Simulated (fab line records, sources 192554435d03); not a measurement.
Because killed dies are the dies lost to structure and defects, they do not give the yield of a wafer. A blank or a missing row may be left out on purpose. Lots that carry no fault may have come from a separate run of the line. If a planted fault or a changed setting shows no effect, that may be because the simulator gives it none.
What tool caused it? -- flow n5 finfet -- 72 wafers from 24 lots sampled at 4 of the route's 1938 steps

WHAT THE GAUGES READ, wafer by wafer
N5_BEOL_M12_CD_MEAS_10: the cd target is 140 nm.
lot,measured,on,cd nm (nm)
L076,day 11 09:38,cd sem-03,143.8 142.1 141.1
L074,day 11 10:14,cd sem-02,138.6 138.4 142.8
L075,day 11 12:52,cd sem-01,143.9 138.2 139.4
L077,day 12 01:01,cd sem-03,141.3 144.1 139.1
L078,day 12 02:07,cd sem-02,142.9 141.0 140.6
L079,day 12 02:36,cd sem-03,142.1 144.2 140.7
L081,day 12 11:01,cd sem-02,141.9 143.7 140.1
L080,day 12 18:37,cd sem-01,139.8 138.3 138.5
L082,day 12 20:43,cd sem-01,137.6 139.7 140.1
L083,day 13 04:47,cd sem-03,141.0 141.7 141.9
L084,day 13 12:28,cd sem-02,139.2 137.3 141.1
L085,day 13 15:19,cd sem-02,138.9 139.8 136.4
L087,day 14 06:43,cd sem-01,137.5 139.1 139.8
L089,day 14 21:49,cd sem-03,139.1 138.2 143.4
L088,day 14 23:28,cd sem-02,141.0 143.2 141.4
L086,day 15 00:28,cd sem-01,140.5 140.0 138.5
L090,day 15 07:15,cd sem-02,141.0 143.6 139.8
L091,day 16 11:54,cd sem-03,137.7 140.7 136.9
L092,day 16 16:39,cd sem-01,143.4 139.6 142.7
L093,day 16 16:59,cd sem-01,142.3 142.0 140.6
L094,day 16 21:47,cd sem-03,142.7 140.3 140.9
L095,day 17 19:36,cd sem-03,139.1 138.7 140.3
L096,day 17 20:16,cd sem-01,143.9 142.6 140.6
L097,day 17 21:00,cd sem-01,140.2 143.7 139.6

N5_BEOL_M12_OVL_MEAS_11.
lot,measured,on,V11_OVL (nm)
L076,day 11 09:40,overlay-02,1 -3 6
L074,day 11 10:16,overlay-01,2 4 5
L075,day 11 12:53,overlay-02,13 -3 -2
L077,day 12 01:02,overlay-02,4 -1 5
L078,day 12 02:08,overlay-01,6 0 17
L079,day 12 02:38,overlay-02,7 6 -1
L081,day 12 11:02,overlay-01,7 5 -3
L080,day 12 18:39,overlay-01,-7 -8 -6
L082,day 12 20:45,overlay-02,1 10 4
L083,day 13 04:49,overlay-01,-4 -6 3
L084,day 13 12:29,overlay-02,0 -5 -5
L085,day 13 15:20,overlay-01,-7 -5 0
L087,day 14 06:45,overlay-01,-3 -3 -2
L089,day 14 21:50,overlay-01,-2 -1 0
L088,day 14 23:29,overlay-01,8 7 6
L086,day 15 00:30,overlay-02,2 4 2
L090,day 15 07:17,overlay-02,1 1 3
L091,day 16 11:56,overlay-01,6 11 5
L092,day 16 16:40,overlay-02,-1 -4 2
L093,day 16 17:01,overlay-02,1 3 -7
L094,day 16 21:49,overlay-02,-1 0 1
L095,day 17 19:38,overlay-02,9 -1 9
L096,day 17 20:18,overlay-01,11 11 6
L097,day 17 21:02,overlay-01,7 7 11

N5_BEOL_M12_CD_MEAS_17: the cd target is 140 nm.
lot,measured,on,cd nm (nm)
L076,day 11 11:14,cd sem-03,145.0 142.3 140.4
L074,day 11 11:30,cd sem-02,139.2 140.9 144.0
L075,day 11 13:38,cd sem-01,143.8 140.8 139.1
L077,day 12 01:37,cd sem-01,141.8 144.2 139.1
L078,day 12 02:43,cd sem-03,142.3 142.1 140.1
L079,day 12 03:11,cd sem-02,142.1 143.7 142.1
L081,day 12 11:35,cd sem-03,141.6 145.4 139.4
L080,day 12 19:12,cd sem-02,140.7 138.7 139.2
L082,day 12 21:18,cd sem-01,137.9 142.1 142.4
L083,day 13 05:22,cd sem-01,139.5 141.2 143.0
L084,day 13 13:16,cd sem-03,138.4 136.3 140.0
L085,day 13 15:53,cd sem-02,138.7 141.0 137.1
L087,day 14 07:18,cd sem-02,136.5 141.1 139.1
L089,day 14 22:43,cd sem-01,141.1 138.2 143.1
L088,day 15 00:05,cd sem-02,139.8 141.7 143.9
L086,day 15 01:10,cd sem-03,140.9 140.2 138.8
L090,day 15 07:50,cd sem-01,141.7 145.6 140.6
L091,day 16 12:29,cd sem-02,137.1 140.1 137.5
L092,day 16 17:14,cd sem-03,144.9 141.4 143.0
L093,day 16 17:34,cd sem-01,142.7 142.4 141.5
L094,day 16 22:22,cd sem-02,143.0 143.0 140.7
L095,day 17 20:11,cd sem-03,139.0 140.0 140.7
L096,day 17 20:51,cd sem-01,143.4 142.3 141.1
L097,day 17 21:44,cd sem-02,140.8 146.4 141.0

EACH LOT AND THE TOOL THAT RAN IT (in order: tool; ch and the chambers of the sampled wafers; start)
lot,N5_BEOL_M12_ETCH_59
L076,"rie diel-06 ch 0,1,2, day 11 10:47"
L074,"rie diel-06 ch 0,1,3, day 11 11:02"
L075,"rie diel-04 ch 0,3, day 11 13:11"
L077,"rie diel-04 ch 0,3, day 12 01:09"
L078,"rie diel-04 ch 1,3, day 12 02:16"
L079,"rie diel-04 ch 0,2,3, day 12 02:43"
L081,"rie diel-04 ch 1,3, day 12 11:08"
L080,"rie diel-06 ch 0,2,3, day 12 18:44"
L082,"rie diel-04 ch 0,3, day 12 20:50"
L083,"rie diel-05 ch 0,1,3, day 13 04:54"
L084,"rie diel-05 ch 1,2, day 13 12:49"
L085,"rie diel-06 ch 0,1,3, day 13 15:26"
L087,"rie diel-05 ch 0,1,3, day 14 06:50"
L089,"rie diel-04 ch 0,2,3, day 14 22:16"
L088,"rie diel-05 ch 1,2,3, day 14 23:35"
L086,"rie diel-06 ch 1,2, day 15 00:41"
L090,"rie diel-06 ch 0,1,3, day 15 07:22"
L091,"rie diel-05 ch 0,2,3, day 16 12:01"
L092,"rie diel-06 ch 0,3, day 16 16:46"
L093,"rie diel-04 ch 1,2, day 16 17:06"
L094,"rie diel-06 ch 0,1,2, day 16 21:54"
L095,"rie diel-04 ch 0,1,2, day 17 19:43"
L096,"rie diel-05 ch 0,1,3, day 17 20:23"
L097,"rie diel-04 ch 0,2,3, day 17 21:15"
- N5_BEOL_M12_ETCH_59: etches BARC in N2/H2, target depth 89 nm, overetch 26.7 nm, time 67.9 s.

AS READ BY THE TOOLS THEMSELVES (means over the sampled wafers that have a number; for cases with no such wafer, the mark the record gives instead)
N5_BEOL_M12_ETCH_59.
lot,tool,drypump motor current A (A),oes product au (a.u.),rf vpp V (V),showerhead plenum p Torr (Torr),throttle valve pct (%)
L076,rie diel-06,5.5,0.73,522.7,2.55,17.74
L074,rie diel-06,5.9,0.68,525.6,2.60,17.98
L075,rie diel-04,5.1,0.67,522.7,2.50,17.80
L077,rie diel-04,5.4,0.64,522.2,2.46,17.89
L078,rie diel-04,5.9,0.62,525.4,2.55,17.81
L079,rie diel-04,5.5,0.65,523.3,2.51,17.96
L081,rie diel-04,5.9,0.62,524.0,2.55,17.81
L080,rie diel-06,5.6,0.72,525.7,2.62,17.77
L082,rie diel-04,5.4,0.65,521.7,2.45,17.90
L083,rie diel-05,5.7,0.71,523.5,2.53,17.76
L084,rie diel-05,5.2,0.74,527.4,2.64,17.47
L085,rie diel-06,5.9,0.66,526.0,2.59,18.01
L087,rie diel-05,5.8,0.70,524.1,2.53,17.78
L089,rie diel-04,5.4,0.65,522.6,2.50,17.98
L088,rie diel-05,5.3,0.73,525.7,2.61,17.59
L086,rie diel-06,5.2,0.72,522.6,2.46,17.54
L090,rie diel-06,5.9,0.65,525.2,2.59,18.04
L091,rie diel-05,5.8,0.69,525.0,2.55,17.65
L092,rie diel-06,5.9,0.67,527.6,2.67,18.07
L093,rie diel-04,5.9,0.61,525.3,2.59,17.93
L094,rie diel-06,5.5,0.69,522.9,2.53,17.82
L095,rie diel-04,5.5,0.62,524.8,2.56,17.95
L096,rie diel-05,5.7,0.67,522.8,2.51,17.82
L097,rie diel-04,5.4,0.62,523.2,2.49,18.03

THE ANSWER, worked out from the rows above alone
Rule: the usual values come from the lots themselves. Put in order of their means at a reading, lots are off if they are a third of the lots or fewer, leave a main group of 4 or more, and stand apart from it by a gap of 3 or more times the standard deviation of the main group's means; of several such gaps the widest counts. A main group whose means are all the same, to the digits that the tables above print for the reading, isn't used. Also off: a lot with no number at a reading for which 4 or more lots have one. All remaining lots with rows at the step are treated as sound. After the gauges, taken in route order, come the tools' own readings; for these a lot's mean is taken, as printed above. At the first step where some lot is off, the reading lying furthest off is the one used; lots without a number count as furthest.
Nothing can be told from this: no lot is off at any reading shown.

WHAT THE SIMULATOR PUT IN
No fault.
